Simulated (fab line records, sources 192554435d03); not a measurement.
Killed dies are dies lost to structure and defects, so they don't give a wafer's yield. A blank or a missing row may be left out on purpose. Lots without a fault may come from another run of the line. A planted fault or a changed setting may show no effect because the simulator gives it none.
fab line records | flow n5_finfet | part 2 of 2: steps 18 to 22 of 22
record lots=5 wafers=15 last_day=17
route steps=1938 shown BEOL_M15@1808
lots that met no fault: from a run of the same line without faults
start_h: hours from the record's first day to the start of the lot's first wafer shown | wait_h: hours since the lot's step before | " the same as in the row above | L1.1+2: a row that stands for several wafers | - no value, or no start given | * or withheld: withheld | < > ~ a bound
route shown NAME@n: a module of which the file shows steps, and the number in the route of the first | usual: mean/standard deviation of fault-free wafers | same: alike in all rows | chamber/n: place in a boat | sites: the reading at each site | _std_site: their standard deviation | _edge_site: outer sites' mean less inner sites' | radius_mm: how far each site lies from the wafer's centre | mask NAME#n: copy n | behind: the tool/chamber that last shaped the wafer | hold: why the lot was held/for how many hours/how that ended | device: the transistor (n, p or np) that didn't switch | end of line: the same wafers' tests at the end of the route | a step without rows: its recipe alone | killed: dies lost to structure and defects at the first sort, not the wafer's yield | map: a wafer's dies, x killed, . not, _ none there
set.NAME: the setting as run; set.NAME@STEP: as run at that earlier step | model.NAME: the simulator's own value behind a step, which no gauge read
lots at some steps of the route; a table a step, a row a wafer
services: from which hour (start_h, from the record's first day; less than 0 if before it) a tool's chamber was out of use, for how many hours, and why
## steps
# step N5_BEOL_M15_PRE_CLEAN_52
# recipe gas=NH3 time_s=15 temp_c=withheld rf_power_w=300
# columns lot.wafer tool chamber start_h wait_h since_wet_clean_h
L079.1 pecvd-04 2 295.11 0.0 64
L079.4 " 2 " " -
L079.6 " 0 " " -
L083.2 pecvd-03 2 322.84 0.0 454
L083.4 " 0 " " -
L083.6 " 2 " " -
L089.2 pecvd-04 1 347.35 0.0 1595
L089.5 " 2 " " -
L089.6 " 1 " " -
L091.3 pecvd-02 0 367.87 0.0 1072
L091.4 " 2 " " -
L091.6 " 1 " " -
L094.1 pecvd-02 0 384.07 0.0 1088
L094.4 " 2 " " -
L094.6 " 0 " " -
# step N5_BEOL_M15_DEP_53
# recipe material=SiCN target_thk_a=500 temp_c=withheld precursor=3MS/NH3 pressure_torr=3 rf_w=675 time_s=17.8
# usual showerhead_plenum_p_Torr=4.153/0.02 throttle_valve_pct=18.0/0.91
# columns lot.wafer tool chamber start_h wait_h showerhead_plenum_p_Torr since_wet_clean_h throttle_valve_pct
L079.1 pecvd-04 2 295.14 0.0 4.158 64 17.2
L079.4 " 2 " " 4.162 - 17.0
L079.6 " 0 " " 4.147 - 17.8
L083.2 pecvd-03 2 322.86 0.0 4.130 454 17.3
L083.4 " 0 " " 4.153 - 17.4
L083.6 " 2 " " 4.133 - 17.8
L089.2 pecvd-04 1 347.38 0.0 4.144 1595 19.0
L089.5 " 2 " " 4.155 - 16.9
L089.6 " 1 " " 4.147 - 19.4
L091.3 pecvd-02 0 367.89 0.0 4.122 1072 19.4
L091.4 " 2 " " 4.178 - 16.7
L091.6 " 1 " " 4.189 - 18.6
L094.1 pecvd-02 0 384.09 0.0 4.119 1088 19.3
L094.4 " 2 " " 4.167 - 16.8
L094.6 " 0 " " 4.119 - 19.2
# step N5_BEOL_M15_RS_MEAS_54
# recipe thk_meas_gauge=four-point-probe reads=Cu_of_BEOL_M15_ECD_47+Ta_of_BEOL_M15_SPUTTER_44+TaN_of_BEOL_M15_SPUTTER_43
# usual M15_RS=0.0216/0.00032
# columns lot.wafer tool chamber start_h wait_h M15_RS[ohm/sq]
L079.1 film_metro-02 - 295.20 0.0 0.0219
L079.4 " - " " 0.0213
L079.6 " - " " 0.0220
L083.2 film_metro-01 - 322.93 0.1 0.0213
L083.4 " - " " 0.0220
L083.6 " - " " 0.0214
L089.2 film_metro-02 - 347.45 0.1 0.0217
L089.5 " - " " 0.0219
L089.6 " - " " 0.0217
L091.3 film_metro-02 - 367.96 0.1 0.0219
L091.4 " - " " 0.0214
L091.6 " - " " 0.0218
L094.1 film_metro-01 - 384.16 0.0 0.0214
L094.4 " - " " 0.0214
L094.6 " - " " 0.0215
# step N5_BEOL_M15_INSPECT_55
# recipe inspect_instrument=darkfield mode=post_dep
# usual raw_defect_count=69/22
# columns lot.wafer tool chamber start_h wait_h raw_defect_count
L079.1 defect_inspect-01 - 295.23 0.0 85
L079.4 " - " " 84
L079.6 " - " " 66
L083.2 defect_inspect-01 - 322.96 0.0 143
L083.4 " - " " 70
L083.6 " - " " 97
L089.2 defect_inspect-02 - 347.47 0.0 38
L089.5 " - " " 57
L089.6 " - " " 54
L091.3 defect_inspect-01 - 367.99 0.0 46
L091.4 " - " " 52
L091.6 " - " " 44
L094.1 defect_inspect-02 - 384.19 0.0 109
L094.4 " - " " 139
L094.6 " - " " 101
# step N5_BEOL_M15_RC_MEAS_101
# usual COMB_M10=1.47e-11/2.9e-12 COMB_M11=1.48e-11/2.9e-12 COMB_M12=6.6e-12/1.3e-12 COMB_M13=5.4e-12/1.3e-12 COMB_M13_max_site=7.6e-12/2e-12 COMB_M14=4.1e-12/8e-13 COMB_M15=2.9e-12/7e-13 COMB_M5=3.6e-11/7.9e-12 COMB_M5_max_site=5.2e-11/1.3e-11 COMB_M6=2.6e-11/6.4e-12 COMB_M7=2.6e-11/5.1e-12 COMB_M8=2.6e-11/5.1e-12 COMB_M9=1.5e-11/3.2e-12 SERP_M10=3.08/0.077 SERP_M11=3.08/0.077 SERP_M12=0.639/0.014 SERP_M13=0.309/0.0055 SERP_M14=0.162/0.0031 SERP_M5=38.9/1.3 SERP_M6=13.8/0.46 SERP_M7=13.9/0.5 SERP_M8=13.8/0.51 SERP_M9=3.07/0.085
# columns lot.wafer tool chamber start_h wait_h COMB_M10[S/m] COMB_M11[S/m] COMB_M12[S/m] COMB_M13[S/m] COMB_M13_max_site[S/m] COMB_M14[S/m] COMB_M15[S/m] COMB_M5[S/m] COMB_M5_max_site[S/m] COMB_M6[S/m] COMB_M7[S/m] COMB_M8[S/m] COMB_M9[S/m] SERP_M10[ohm/um] SERP_M11[ohm/um] SERP_M12[ohm/um] SERP_M13[ohm/um] SERP_M14[ohm/um] SERP_M5[ohm/um] SERP_M6[ohm/um] SERP_M7[ohm/um] SERP_M8[ohm/um] SERP_M9[ohm/um]
L079.1 prober-02 0 295.25 0.0 1.29e-11 1.9e-11 5.6e-12 6.7e-12 8e-12 4.4e-12 3.3e-12 3.7e-11 4.8e-11 2.7e-11 3.1e-11 2.8e-11 1.8e-11 3.16 3.07 0.604 0.304 0.160 36.7 13.5 14.8 14.4 3.03
L079.4 " 0 " " 1.2e-11 1.72e-11 5.7e-12 6.3e-12 8.9e-12 3.9e-12 3.7e-12 2.3e-11 2.8e-11 2.5e-11 2.4e-11 2.6e-11 1.6e-11 3.12 3.10 0.634 0.303 0.164 36.9 13.9 14.8 13.9 3.04
L079.6 " 0 " " 1.68e-11 1.71e-11 4.8e-12 7.2e-12 8.7e-12 4.4e-12 3.8e-12 2.6e-11 3.3e-11 2.9e-11 3e-11 3.3e-11 1.6e-11 3.09 3.04 0.631 0.306 0.161 37.5 14.0 13.9 14.0 3.16
L083.2 prober-02 0 323.15 0.2 1.45e-11 1.88e-11 7.5e-12 8e-12 1.12e-11 3.7e-12 3.2e-12 5.3e-11 8e-11 2.2e-11 2.6e-11 2.8e-11 2.2e-11 3.19 3.21 0.650 0.307 0.162 38.2 13.4 14.5 13.4 3.06
L083.4 " 0 " " 2.18e-11 1.63e-11 8.6e-12 7.6e-12 1.3e-11 4.3e-12 2.9e-12 3.6e-11 4.9e-11 1.6e-11 2.8e-11 3.2e-11 1.2e-11 3.16 3.29 0.657 0.314 0.162 38.5 13.5 14.3 14.5 3.07
L083.6 " 0 " " 1.51e-11 1.2e-11 7.5e-12 5.7e-12 8.1e-12 4.1e-12 2.5e-12 3e-11 4.8e-11 2.8e-11 4.6e-11 3.1e-11 1.7e-11 3.06 3.19 0.642 0.316 0.157 38.8 14.0 14.5 13.7 3.18
L089.2 prober-02 0 347.65 0.2 1.43e-11 1.4e-11 6.1e-12 6.1e-12 8.9e-12 4.3e-12 3.6e-12 2.8e-11 3.4e-11 5.7e-11 2.5e-11 3e-11 1.9e-11 3.10 3.07 0.667 0.316 0.162 37.9 14.7 13.9 13.4 3.10
L089.5 " 0 " " 1.3e-11 1.53e-11 6.4e-12 6e-12 9e-12 3.9e-12 2.8e-12 3.6e-11 6.3e-11 3.5e-11 2.1e-11 3e-11 1.5e-11 3.09 3.03 0.618 0.306 0.164 37.3 13.5 13.8 14.3 3.04
L089.6 " 0 " " 1.5e-11 2.31e-11 6.5e-12 5.3e-12 7.7e-12 5.1e-12 3.5e-12 2.9e-11 4.1e-11 3.5e-11 2.3e-11 3.1e-11 1.3e-11 3.01 3.04 0.623 0.308 0.167 39.3 13.7 14.5 14.6 3.06
L091.3 prober-02 0 368.32 0.3 1.95e-11 1.39e-11 6.5e-12 5.4e-12 7.1e-12 4.7e-12 3.7e-12 4e-11 6.2e-11 2.9e-11 2.1e-11 2.5e-11 1.7e-11 3.03 3.16 0.635 0.316 0.162 38.8 14.1 14.0 13.9 3.09
L091.4 " 0 " " 1.84e-11 1.68e-11 4.8e-12 4.6e-12 6.4e-12 4.5e-12 2.6e-12 4.3e-11 5.8e-11 2.4e-11 2.3e-11 2.6e-11 1.7e-11 2.96 3.12 0.632 0.306 0.166 36.9 13.7 14.3 13.8 3.12
L091.6 " 0 " " 1.19e-11 1.44e-11 7.2e-12 4.2e-12 5.6e-12 3.6e-12 3.7e-12 4.3e-11 6.7e-11 2.8e-11 1.9e-11 3.1e-11 1.8e-11 3.06 3.11 0.634 0.307 0.162 37.9 14.1 14.7 13.7 3.07
L094.1 prober-02 0 384.21 0.0 1.1e-11 1.4e-11 7.1e-12 5.8e-12 7.9e-12 3.9e-12 2.6e-12 4.8e-11 5.7e-11 2.9e-11 2.6e-11 2.7e-11 1.9e-11 2.98 3.17 0.629 0.308 0.163 39.8 13.5 13.4 13.5 2.98
L094.4 " 0 " " 1.48e-11 1.25e-11 8.7e-12 5.2e-12 7.4e-12 4.3e-12 2.5e-12 4.1e-11 7.6e-11 2.7e-11 2.7e-11 2.3e-11 1.3e-11 3.12 3.04 0.647 0.301 0.162 39.4 14.5 13.5 13.9 3.15
L094.6 " 0 " " 1.09e-11 1.46e-11 6e-12 6.5e-12 8e-12 3.9e-12 2.5e-12 3.3e-11 4.5e-11 3.6e-11 2.4e-11 1.8e-11 1.3e-11 3.16 3.08 0.634 0.308 0.164 39.9 13.3 13.8 14.3 3.15
## services
# columns tool chamber start_h hours kind
pecvd-02 - 266.62 1.8 repair
cmp-01 - 266.86 4.0 pm
cmp-03 - 269.16 8.9 pm
rie_diel-06 2 297.63 7.9 repair
rie_diel-05 3 298.23 8.0 repair
rie_diel-06 - 302.99 14.6 pm
wet_bench-05 - 304.00 0.5 repair
rtp_anneal-01 - 304.29 6.2 pm
pecvd-03 - 307.52 3.1 repair
rie_diel-02 0 316.48 3.8 repair
pecvd-02 2 325.63 3.6 repair
rie_diel-06 0 329.38 30.4 repair
rie_diel-02 0 333.06 3.4 repair
pecvd-04 - 335.62 0.3 repair
rie_diel-06 2 337.79 6.0 repair
pvd_sputter-03 - 340.21 4.5 repair
pecvd-03 - 350.19 1.3 repair
rie_diel-02 2 359.03 13.7 repair
rie_diel-05 2 368.61 5.7 repair
cmp-03 - 369.36 3.7 pm
cmp-03 - 373.37 1.0 repair
rie_diel-06 0 383.07 8.4 repair
pecvd-04 2 383.29 4.4 repair
cmp-03 - 383.98 0.6 repair
